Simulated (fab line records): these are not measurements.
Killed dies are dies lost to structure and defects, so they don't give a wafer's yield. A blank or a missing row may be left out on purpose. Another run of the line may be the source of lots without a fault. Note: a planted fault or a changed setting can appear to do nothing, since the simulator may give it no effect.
fab line records	flow n5_finfet
record: lots: 6	wafers: 18	last_day: 16
route steps=1938 shown BEOL_M4@1051
lots with no fault: from the same line, run without faults
start_h: hours from the record's first day to the start of the lot's first wafer shown	wait_h: time in hours since the lot's previous step	" the same as in the row above	L1.1+2: one row covering several wafers at once	- either no value or no given start	* or withheld: withheld	< > ~ a bound
route shown NAME@n: NAME is a module with steps in the file, n the number in the route of the first one	usual: mean/standard deviation of fault-free wafers	same: alike in all rows	chamber/n: place in a boat	sites: the reading at each site	_std_site: standard deviation of those values	_edge_site: mean of outer sites minus mean of inner sites	radius_mm: how far each site lies from the wafer's centre	mask NAME#n: copy n	behind: the most recent tool/chamber to have shaped the wafer	hold: why the lot went on hold/how many hours it stayed there/how the hold came to an end	device: which transistor (n, p or np) failed to switch	end of line: the tests these same wafers got at the end of their route	a step given without rows: its recipe and nothing more	killed: count of dies lost to structure and defects at first sort (not the wafer's yield)	map: the dies of a wafer, with x for killed, . for not killed, _ for no die there
set.NAME: the setting as run; set.NAME@STEP: as run at that earlier step	model.NAME: the simulator's own value behind a step, which no gauge read
a table for each step, a row for each wafer; lots at some steps of the route
services: when a tool's chamber went out of use (start_h, in hours from the record's first day, below 0 if earlier), for how many hours, and the reason
== steps ==
step: N5_BEOL_M4_EBR_24
recipe: solvent: PGMEA	ebr_width_mm: 1.5
step: N5_BEOL_M4_SOFTBAKE_23
recipe: temp_c: 110	time_s: 60	resist: CAR-EUV
step: N5_BEOL_M4_EXPOSE_25
recipe: mask_id: V3	na: 0.33	source_shape: quasar	sigma_inner: 0.2	sigma_outer: 0.8	polarization: unpolarized	defocus_nm: 5	dose_mj: 63
step: N5_BEOL_M4_PEB_26
recipe: peb_temp_c: 100	peb_time_s: 60	resist: CAR-EUV
step: N5_BEOL_M4_DEVELOP_27
recipe: develop_time_s: 30	developer: TMAH	resist: CAR-EUV	rinse_liquid: surfactant_rinse	dry: air_spin	dev_temp_c: 23
step: N5_BEOL_M4_CD_MEAS_28
recipe: target_cd_nm: 26.2	landing_energy_ev: 500	detector: se_inlens	target_cd_y_nm: 24.1	polarity: opening
usual: cd_nm: 26.19/0.23
lot.wafer	tool	chamber	start_h	wait_h	cd_nm
L898.2	cd_sem-02	0	170.08	-	26.39
L898.4	"	0	"	"	26.18
L898.6	"	0	"	"	26.14
L905.1	cd_sem-03	0	203.01	-	26.22
L905.4	"	0	"	"	25.99
L905.6	"	0	"	"	26.10
L906.1	cd_sem-02	0	217.03	-	25.94
L906.4	"	0	"	"	26.30
L906.5	"	0	"	"	26.04
L913.2	cd_sem-01	0	257.25	-	25.82
L913.3	"	0	"	"	26.62
L913.4	"	0	"	"	26.64
L914.2	cd_sem-02	0	267.91	-	26.19
L914.4	"	0	"	"	26.08
L914.5	"	0	"	"	26.36
L917.1	cd_sem-03	0	275.85	-	26.00
L917.3	"	0	"	"	25.95
L917.4	"	0	"	"	26.26
step: N5_BEOL_M4_OVL_MEAS_29
recipe: points_per_wafer: 522
usual: V3_OVL: -0.4/0.72
lot.wafer	tool	chamber	start_h	wait_h	V3_OVL[nm]
L898.2	overlay-02	0	170.11	0.0	1.1
L898.4	"	0	"	"	0.4
L898.6	"	0	"	"	0.1
L905.1	overlay-02	0	203.04	0.0	0.0
L905.4	"	0	"	"	-0.3
L905.6	"	0	"	"	0.2
L906.1	overlay-02	0	217.06	0.0	0.2
L906.4	"	0	"	"	0.2
L906.5	"	0	"	"	0.3
L913.2	overlay-01	0	257.29	0.0	-0.4
L913.3	"	0	"	"	-0.6
L913.4	"	0	"	"	0.2
L914.2	overlay-01	0	267.95	0.0	-0.6
L914.4	"	0	"	"	-0.8
L914.5	"	0	"	"	0.0
L917.1	overlay-01	0	275.88	0.0	-2.2
L917.3	"	0	"	"	-2.1
L917.4	"	0	"	"	-2.1
step: N5_BEOL_M4_INSPECT_30
recipe: mode: adi	inspect_instrument: brightfield
usual: raw_defect_count: 397/97
lot.wafer	tool	chamber	start_h	wait_h	raw_defect_count
L898.2	defect_inspect-01	-	170.17	0.0	325
L898.4	"	-	"	"	350
L898.6	"	-	"	"	284
L905.1	defect_inspect-01	-	203.10	0.1	423
L905.4	"	-	"	"	203
L905.6	"	-	"	"	245
L906.1	defect_inspect-01	-	217.12	0.1	369
L906.4	"	-	"	"	419
L906.5	"	-	"	"	380
L913.2	defect_inspect-01	-	257.34	0.0	254
L913.3	"	-	"	"	321
L913.4	"	-	"	"	220
L914.2	defect_inspect-02	-	268.00	0.0	654
L914.4	"	-	"	"	496
L914.5	"	-	"	"	534
L917.1	defect_inspect-01	-	275.94	0.1	379
L917.3	"	-	"	"	367
L917.4	"	-	"	"	550
step: N5_BEOL_M4_DESCUM_33
recipe: chemistry: O2	time_s: 7	source_power_w: 50	bias_power_w: 20	pressure_mtorr: 20	rf_frequency_hz: 2.712e+07	temp_c: 40	resist: CAR-EUV	o2_flow_sccm: 225
usual: drypump_motor_current_A: 5.7/0.52	oes_product_au: 0.78/0.083	rf_fwd_power_W: 49.3/0.3	rf_vpp_V: 243.3/1.2	showerhead_plenum_p_Torr: 2.11/0.06	throttle_valve_pct: 20.54/0.26
lot.wafer	tool	chamber	start_h	wait_h	drypump_motor_current_A	oes_product_au	rf_fwd_power_W	rf_hours_counter_h	rf_vpp_V	showerhead_plenum_p_Torr	throttle_valve_pct
L898.2	rie_diel-01	0	170.23	0.1	5.2	0.84	49.4	59	241.8	2.03	20.41
L898.4	"	3	"	"	5.3	0.73	49.1	202	244.1	2.17	21.00
L898.6	"	3	"	"	5.2	0.72	49.3	-	243.5	2.17	21.00
L905.1	rie_diel-05	2	203.14	0.0	5.1	0.69	49.6	226	245.3	2.15	20.66
L905.4	"	0	"	"	6.6	0.68	49.2	246	241.8	2.05	20.35
L905.6	"	2	"	"	5.1	0.69	49.9	-	242.9	2.15	20.65
L906.1	rie_diel-06	0	217.15	0.0	4.9	0.84	49.6	59	242.1	2.06	20.60
L906.4	"	2	"	"	6.6	0.69	48.8	240	244.4	2.15	20.64
L906.5	"	1	"	"	5.2	0.73	48.9	-	242.0	2.08	20.28
L913.2	rie_diel-01	1	257.37	0.0	5.9	0.89	49.6	34	242.7	2.05	20.38
L913.3	"	3	"	"	5.3	0.70	49.4	233	245.6	2.16	21.05
L913.4	"	2	"	"	6.1	0.72	49.4	216	242.9	2.17	20.72
L914.2	rie_diel-05	3	268.24	0.2	5.7	0.80	49.5	83	245.1	2.19	20.06
L914.4	"	0	"	"	6.6	0.96	49.2	-	241.7	2.05	20.03
L914.5	"	1	"	"	5.7	0.76	49.1	-	244.4	2.18	20.60
L917.1	rie_diel-01	0	275.97	0.0	5.1	0.79	49.3	95	242.6	2.02	20.46
L917.3	"	2	"	"	6.1	0.71	49.4	222	243.8	2.17	20.72
L917.4	"	3	"	"	5.2	0.70	49.1	239	244.5	2.16	21.06
step: N5_BEOL_M4_ETCH_77
recipe: chemistry: N2/H2	target: underlayer	target_depth_a: 65	mask_material: CAR-EUV	time_s: 5.2	ion_energy_ev: 200	pressure_mtorr: 30	source_w: 840	bias_w: 150	n2_flow_sccm: 200	h2_flow_sccm: 200	ends: cleared
usual: drypump_motor_current_A: 5.7/0.52	etch_rf_on_time_s: 5.23/0.097	n2_flow_sccm: 200.0/0.59	oes_product_au: 0.66/0.071	rf_fwd_power_W: 819.2/2.7	rf_vpp_V: 524.4/2.5	showerhead_plenum_p_Torr: 2.55/0.074	throttle_valve_pct: 17.89/0.23
lot.wafer	tool	chamber	start_h	wait_h	drypump_motor_current_A	etch_rf_on_time_s	n2_flow_sccm	oes_product_au	rf_fwd_power_W	rf_hours_counter_h	rf_vpp_V	showerhead_plenum_p_Torr	throttle_valve_pct
L898.2	rie_diel-01	0	170.27	0.0	5.1	5.24	200.3	0.71	816.1	59	522.5	2.46	17.66
L898.4	"	3	"	"	5.2	5.06	199.3	0.63	817.1	202	523.5	2.61	18.22
L898.6	"	3	"	"	5.2	5.07	200.2	0.63	818.6	-	526.5	2.61	18.21
L905.1	rie_diel-05	2	203.17	0.0	5.2	5.15	200.1	0.59	818.5	226	524.9	2.63	18.17
L905.4	"	0	"	"	6.6	5.19	200.8	0.59	819.2	246	520.9	2.50	17.94
L905.6	"	2	"	"	5.1	5.21	200.0	0.58	814.7	-	528.7	2.63	18.14
L906.1	rie_diel-06	0	217.19	0.0	4.9	5.17	200.1	0.71	818.8	59	522.7	2.48	17.82
L906.4	"	2	"	"	6.6	5.32	200.6	0.59	814.3	240	526.4	2.60	17.89
L906.5	"	1	"	"	5.2	5.27	200.2	0.63	815.6	-	524.7	2.53	17.63
L913.2	rie_diel-01	1	257.41	0.0	5.9	5.14	199.4	0.76	826.5	34	523.2	2.48	17.77
L913.3	"	3	"	"	5.2	5.18	199.8	0.60	822.9	233	526.2	2.60	18.29
L913.4	"	2	"	"	6.1	5.32	200.9	0.61	823.6	216	527.4	2.63	18.15
L914.2	rie_diel-05	3	268.28	0.0	5.7	5.25	199.1	0.69	818.8	83	528.8	2.67	17.57
L914.4	"	0	"	"	6.6	5.09	200.4	0.82	822.8	-	522.6	2.49	17.54
L914.5	"	1	"	"	5.8	5.25	200.1	0.65	818.7	-	525.4	2.66	18.07
L917.1	rie_diel-01	0	276.01	0.0	5.1	5.36	198.9	0.67	819.7	95	520.6	2.44	17.74
L917.3	"	2	"	"	6.1	5.33	199.7	0.59	816.3	222	526.5	2.63	18.18
L917.4	"	3	"	"	5.3	5.12	200.3	0.59	821.8	240	524.8	2.59	18.26
step: N5_BEOL_M4_ETCH_69
recipe: chemistry: CF4	target: SiARC	target_depth_a: 156	mask_material: CAR-EUV	time_s: 26	ion_energy_ev: 80	pressure_mtorr: 40	source_w: 545	bias_w: 36	Ar_flow_sccm: 100	cf4_flow_sccm: 100	ends: cleared
usual: drypump_motor_current_A: 5.7/0.51	etch_rf_on_time_s: 26.2/0.52	oes_product_au: 0.66/0.07	rf_fwd_power_W: 532.1/1.9	rf_vpp_V: 184.1/1.1	showerhead_plenum_p_Torr: 2.15/0.059	throttle_valve_pct: 15.70/0.23
lot.wafer	tool	chamber	start_h	wait_h	drypump_motor_current_A	etch_rf_on_time_s	oes_product_au	rf_fwd_power_W	rf_hours_counter_h	rf_vpp_V	showerhead_plenum_p_Torr	throttle_valve_pct
L898.2	rie_diel-01	0	170.29	0.0	5.2	26.8	0.70	533.7	59	184.3	2.08	15.59
L898.4	"	3	"	"	5.2	25.6	0.61	532.7	202	183.9	2.21	16.07
L898.6	"	3	"	"	5.2	25.9	0.62	533.2	-	184.5	2.21	16.07
L905.1	rie_diel-05	2	203.19	0.0	5.1	26.8	0.58	534.9	226	183.0	2.20	15.94
L905.4	"	0	"	"	6.6	26.4	0.58	527.4	246	183.1	2.11	15.63
L905.6	"	2	"	"	5.1	26.5	0.58	534.7	-	184.3	2.20	15.93
L906.1	rie_diel-06	0	217.21	0.0	4.9	25.9	0.71	534.8	59	182.5	2.09	15.61
L906.4	"	2	"	"	6.6	26.9	0.58	531.6	240	185.2	2.20	15.87
L906.5	"	1	"	"	5.1	26.4	0.63	531.1	-	184.2	2.14	15.56
L913.2	rie_diel-01	1	257.43	0.0	5.9	25.9	0.76	532.1	34	183.6	2.09	15.47
L913.3	"	3	"	"	5.2	25.7	0.60	530.4	233	185.0	2.20	16.12
L913.4	"	2	"	"	6.1	25.6	0.62	533.9	216	185.4	2.20	15.81
L914.2	rie_diel-05	3	268.29	0.0	5.7	26.4	0.69	536.2	83	186.6	2.24	15.35
L914.4	"	0	"	"	6.6	26.1	0.81	530.8	-	183.1	2.11	15.19
L914.5	"	1	"	"	5.7	27.0	0.64	532.8	-	183.0	2.23	15.80
L917.1	rie_diel-01	0	276.02	0.0	5.1	26.9	0.67	532.4	95	182.2	2.07	15.64
L917.3	"	2	"	"	6.1	26.2	0.60	533.6	222	184.4	2.20	15.83
L917.4	"	3	"	"	5.3	25.9	0.59	534.1	240	184.0	2.20	16.13
step: N5_BEOL_M4_ALD_98
recipe: material: SiO2	target_thk_a: 25	temp_c: 100	ald_precursor_family: BDEAS	ald_co_reactant: O2-plasma	pulse_time_s: 1	co_reactant_pulse_time_s: 1	purge_time_s: 2	co_reactant_purge_time_s: 2	ald_cycles: 17	pressure_torr: 2
usual: heater_power_w: 81/8.4	precursor_pulse_height_rel: 1.001/0.019
same: co_reactant_purge_time_s: 2
lot.wafer	tool	chamber	start_h	wait_h	heater_power_w	precursor_pulse_height_rel
L898.2	ald_sin-03	0	170.37	0.1	85	0.979
L898.4	"	2	"	"	82	1.021
L898.6	"	0	"	"	83	0.987
L905.1	ald_sin-02	1	203.27	0.1	81	1.002
L905.4	"	3	"	"	83	0.999
L905.6	"	3	"	"	82	0.963
L906.1	ald_sin-02	1	217.29	0.1	83	0.990
L906.4	"	2	"	"	72	0.988
L906.5	"	0	"	"	80	0.988
L913.2	ald_sin-03	3	257.51	0.1	84	1.001
L913.3	"	0	"	"	85	0.974
L913.4	"	0	"	"	85	1.010
L914.2	ald_sin-02	2	268.38	0.1	71	1.000
L914.4	"	3	"	"	82	1.003
L914.5	"	0	"	"	81	1.001
L917.1	ald_sin-02	1	276.11	0.1	82	0.980
L917.3	"	0	"	"	80	0.976
L917.4	"	3	"	"	83	1.007
step: N5_BEOL_M4_ETCHBACK_99
recipe: chemistry: CHF3	target: SiO2	target_depth_a: 50	time_s: 10.4	source_w: 215	bias_w: 47	Ar_flow_sccm: 200	CHF3_flow_sccm: 12	ion_energy_ev: 100	pressure_mtorr: 30
usual: drypump_motor_current_A: 5.7/0.53	oes_product_au: 0.78/0.09	rf_fwd_power_W: 212.5/1.3	rf_vpp_V: 244/3.8	showerhead_plenum_p_Torr: 2.18/0.064	throttle_valve_pct: 17.14/0.25
lot.wafer	tool	chamber	start_h	wait_h	drypump_motor_current_A	oes_product_au	rf_fwd_power_W	rf_hours_counter_h	rf_vpp_V	showerhead_plenum_p_Torr	throttle_valve_pct	model.CAR-EUV_of_BEOL_M4_COAT_22.thk_nm
L898.2	rie_diel-05	1	171.33	0.9	5.7	0.79	212.4	94	250	2.25	17.16	10.6
L898.4	"	3	"	"	5.7	0.85	214.2	47	240	2.27	16.72	10.4
L898.6	"	2	"	"	5.1	0.69	214.5	-	248	2.24	17.48	10.4
L905.1	rie_diel-05	1	205.68	2.4	5.7	1.11	211.2	106	251	2.25	17.21	10
L905.4	"	0	"	"	6.6	0.97	213.2	247	241	2.13	17.20	10
L905.6	"	3	"	"	5.7	1.20	214.2	-	239	2.27	16.76	10
L906.1	rie_diel-05	2	219.90	2.6	5.1	0.97	214.2	233	248	2.24	17.53	10.2
L906.4	"	3	"	"	5.7	1.19	214.8	-	240	2.27	16.78	10
L906.5	"	2	"	"	5.1	0.97	213.7	-	247	2.23	17.53	9.8
L913.2	rie_diel-06	2	264.63	7.1	6.6	1.00	209.7	0	245	2.21	16.89	10.4
L913.3	"	3	"	"	5.8	0.71	212.6	191	239	2.13	17.31	10.4
L913.4	"	0	"	"	4.9	0.81	213.7	76	245	2.08	17.03	10.4
L914.2	rie_diel-06	0	271.17	2.7	4.9	0.81	213.2	78	244	2.08	17.03	10.4
L914.4	"	2	"	"	6.6	0.97	209.1	3	243	2.21	16.93	10.4
L914.5	"	3	"	"	5.8	0.71	211.7	-	239	2.12	17.30	10.6
L917.1	rie_diel-01	0	281.00	4.9	5.2	0.79	212.1	97	248	2.08	17.18	10.4
L917.3	"	3	"	"	5.2	0.70	212.6	241	247	2.22	17.65	10.4
L917.4	"	2	"	"	6.1	0.71	213.1	223	239	2.21	17.27	10.4
step: N5_BEOL_M4_ETCH_70
recipe: chemistry: N2/H2	target: SOC	target_depth_a: 800	overetch_a: 240	mask_material: SiARC	temp_c: 40	time_s: 130	ion_energy_ev: 200	pressure_mtorr: 30	source_w: 840	bias_w: 150	n2_flow_sccm: 200	h2_flow_sccm: 200
usual: drypump_motor_current_A: 5.7/0.53	n2_flow_sccm: 200.0/0.55	oes_product_au: 0.57/0.064	rf_fwd_power_W: 836/3	rf_vpp_V: 524.8/2.3	showerhead_plenum_p_Torr: 2.57/0.077	throttle_valve_pct: 17.83/0.24
lot.wafer	tool	chamber	start_h	wait_h	drypump_motor_current_A	n2_flow_sccm	oes_product_au	rf_fwd_power_W	rf_hours_counter_h	rf_vpp_V	showerhead_plenum_p_Torr	throttle_valve_pct
L898.2	rie_diel-05	1	171.37	0.0	5.8	200.0	0.59	836	94	527.8	2.67	17.96
L898.4	"	3	"	"	5.7	200.8	0.63	841	47	527.6	2.69	17.46
L898.6	"	2	"	"	5.1	200.6	0.51	836	-	525.8	2.63	18.10
L905.1	rie_diel-05	1	205.72	0.0	5.8	200.2	0.57	832	106	526.2	2.67	17.98
L905.4	"	0	"	"	6.6	200.2	0.50	838	247	522.2	2.50	17.88
L905.6	"	3	"	"	5.7	200.6	0.61	838	-	528.7	2.68	17.48
L906.1	rie_diel-05	2	219.94	0.0	5.1	200.4	0.51	835	233	525.4	2.62	18.12
L906.4	"	3	"	"	5.7	200.1	0.60	836	-	528.3	2.68	17.47
L906.5	"	2	"	"	5.1	200.4	0.51	835	-	526.2	2.62	18.11
L913.2	rie_diel-06	2	264.67	0.0	6.6	198.9	0.74	832	0	525.4	2.60	17.47
L913.3	"	3	"	"	5.8	200.2	0.53	829	191	522.7	2.53	18.04
L913.4	"	0	"	"	4.9	199.5	0.60	843	76	522.1	2.47	17.80
L914.2	rie_diel-06	0	271.21	0.0	4.9	198.9	0.60	838	78	522.0	2.47	17.81
L914.4	"	2	"	"	6.6	199.7	0.71	835	3	526.4	2.59	17.49
L914.5	"	3	"	"	5.8	200.2	0.52	836	-	522.4	2.53	18.06
L917.1	rie_diel-01	0	281.04	0.0	5.1	199.3	0.58	836	97	520.4	2.44	17.71
L917.3	"	3	"	"	5.2	200.0	0.51	836	241	526.1	2.59	18.23
L917.4	"	2	"	"	6.1	199.4	0.53	836	223	524.7	2.63	18.13
step: N5_BEOL_M4_RC_MEAS_101
usual: DIBL_N: 35.8/1.6	DIBL_P: 36.0/2.1	IOFF_N: 0.153/0.026	IOFF_P: 0.21/0.037	ION_N: 673/11	ION_P: 462/7.6	SS_N: 71.4/0.53	SS_P: 73.2/0.67	VT_N: 250/3.2	VT_P: -250/3.7
lot.wafer	tool	chamber	start_h	wait_h	DIBL_N[mV/V]	DIBL_P[mV/V]	IOFF_N[nA/um]	IOFF_P[nA/um]	ION_N[uA/um]	ION_P[uA/um]	SS_N[mV/dec]	SS_P[mV/dec]	VT_N[mV]	VT_P[mV]
L898.2	prober-02	0	177.56	0.2	35.8	35.8	0.133	0.18	665	453	71.3	73.3	255	-253
L898.4	"	0	"	"	37.1	38.2	0.170	0.22	684	465	71.9	73.8	249	-250
L898.6	"	0	"	"	36.7	37.8	0.159	0.20	675	462	71.5	73.6	251	-252
L905.1	prober-02	0	211.04	0.0	34.7	34.5	0.122	0.18	654	457	71.1	73.3	253	-253
L905.4	"	0	"	"	35.0	33.3	0.119	0.17	661	455	71.1	73.0	257	-251
L905.6	"	0	"	"	34.1	33.6	0.117	0.17	652	452	71.3	72.7	255	-253
L906.1	prober-01	0	224.79	0.0	36.6	37.9	0.170	0.24	686	473	71.9	73.9	247	-249
L906.4	"	0	"	"	36.3	37.9	0.173	0.23	692	468	71.4	73.4	246	-249
L906.5	"	0	"	"	34.9	35.2	0.139	0.19	675	467	71.8	72.5	250	-251
L913.2	prober-02	0	269.44	0.2	37.0	35.1	0.148	0.20	672	463	71.8	72.9	253	-249
L913.3	"	0	"	"	37.1	35.6	0.150	0.21	667	461	71.5	73.4	250	-252
L913.4	"	0	"	"	36.5	35.2	0.145	0.20	675	463	71.8	73.5	251	-249
L914.2	prober-01	0	276.04	0.2	36.5	38.1	0.170	0.22	676	474	71.2	74.0	249	-250
L914.4	"	0	"	"	32.1	32.4	0.097	0.14	646	445	70.9	72.8	257	-258
L914.5	"	0	"	"	33.8	34.6	0.127	0.17	657	454	71.2	73.0	253	-255
L917.1	prober-02	0	285.26	0.0	34.6	36.0	0.152	0.20	669	464	71.7	71.9	251	-249
L917.3	"	0	"	"	36.1	38.1	0.192	0.26	680	469	72.4	73.9	247	-248
L917.4	"	0	"	"	34.1	35.4	0.149	0.21	665	457	71.0	72.8	250	-248
== services ==
tool	chamber	start_h	hours	kind
ald_sin-02	-	177.32	6.1	pm
rie_diel-01	1	194.65	3.8	repair
rie_diel-05	1	208.51	1.2	repair
rie_diel-05	0	212.49	-	clean
rie_diel-05	0	212.49	-	consumable_replace:focus_ring
rie_diel-05	0	212.49	26.6	scheduled_down
rie_diel-05	0	212.49	26.6	vent_cycle
ald_sin-02	3	216.87	14.5	repair
rie_diel-06	-	229.49	2.8	pm
rie_diel-06	2	245.69	-	clean
rie_diel-06	2	245.69	-	consumable_replace:focus_ring
rie_diel-06	2	245.69	18.1	scheduled_down
rie_diel-06	2	245.69	18.1	vent_cycle
rie_diel-05	1	251.98	3.1	repair
rie_diel-05	2	263.06	-	clean
rie_diel-05	2	263.06	-	consumable_replace:focus_ring
rie_diel-05	2	263.06	23.8	scheduled_down
rie_diel-05	2	263.06	23.8	vent_cycle
== key ==
first_sign: step: N5_BEOL_M4_ETCHBACK_99	reading: oes_product_au	direction: up	sigmas: 3.2	usual: 0.78	struck: 1.07
effect none on later readings
model_effect: step: N5_BEOL_M4_ETCHBACK_99	value: CAR-EUV_of_BEOL_M4_COAT_22.thk_nm	without: 10.47	struck: 10
met_at N5_BEOL_M4_ETCHBACK_99
struck_wafers L905.1,L905.4,L905.6,L906.1,L906.4,L906.5
onset_between 171.33 205.68
fault: kind: process_parameter_drift	tool: rie_diel-05	chamber: -	onset_h: 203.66	steps: N5_BEOL_M4_ETCHBACK_99	channel: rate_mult	offset: 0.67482	shape: step	end_h: 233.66
